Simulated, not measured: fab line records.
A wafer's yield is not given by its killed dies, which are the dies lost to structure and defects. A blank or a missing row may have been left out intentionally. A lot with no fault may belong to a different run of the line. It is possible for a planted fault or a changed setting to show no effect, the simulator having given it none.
Chamber matching ; flow nand harc ; NHARC_A_BLC_ALD_23 on ald metal-04 has 4 sister chambers
The step deposits TiN, target thk 3 nm, pulse time 1 s, ald cycles 150. 4 wafers are shown with their chamber, then 9 later ones without.

EACH WAFER AND ITS CHAMBER
wafer;chamber;heater power w (W)
L086.6;1;870
L089.2;0;1154
L089.3;2;885
L089.5;3;1065

WAFERS WITH NO CHAMBER GIVEN
wafer;heater power w (W)
L091.2;852
L091.3;895
L091.5;847
L094.1;1078
L094.3;833
L094.4;883
L096.2;1024
L096.5;1045
L096.6;1096

EACH ONE'S CHAMBER
wafer;from the rows above;in truth
L091.2;can't be placed: 1 or 2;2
L091.3;can't be placed: 2 or 1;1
L091.5;can't be placed: 1 or 2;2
L094.1;3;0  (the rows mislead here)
L094.3;can't be placed: 1 or 2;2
L094.4;can't be placed: 2 or 1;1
L096.2;3;3
L096.5;3;3
L096.6;can't be placed: 3 or 0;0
Correctly placed: 2 of 9. Cannot be placed on the basis of these rows: 6; the candidates contain the true chamber in 6. Placed wrongly: 1.
How it was worked out, from the rows above alone: a wafer's distance from a chamber is the root of the sum, over the readings, of the square of ((its reading less the chamber's mean) divided by the reading's scatter). The wafer belongs to the nearest chamber; if the next one is less than 2 further off, it can't be placed. The mean given for a chamber averages the wafers shown for that chamber. The scatter (one wafer shown for each chamber): square how far every hidden wafer sits from the nearest shown wafer, average those squares and take the square root.
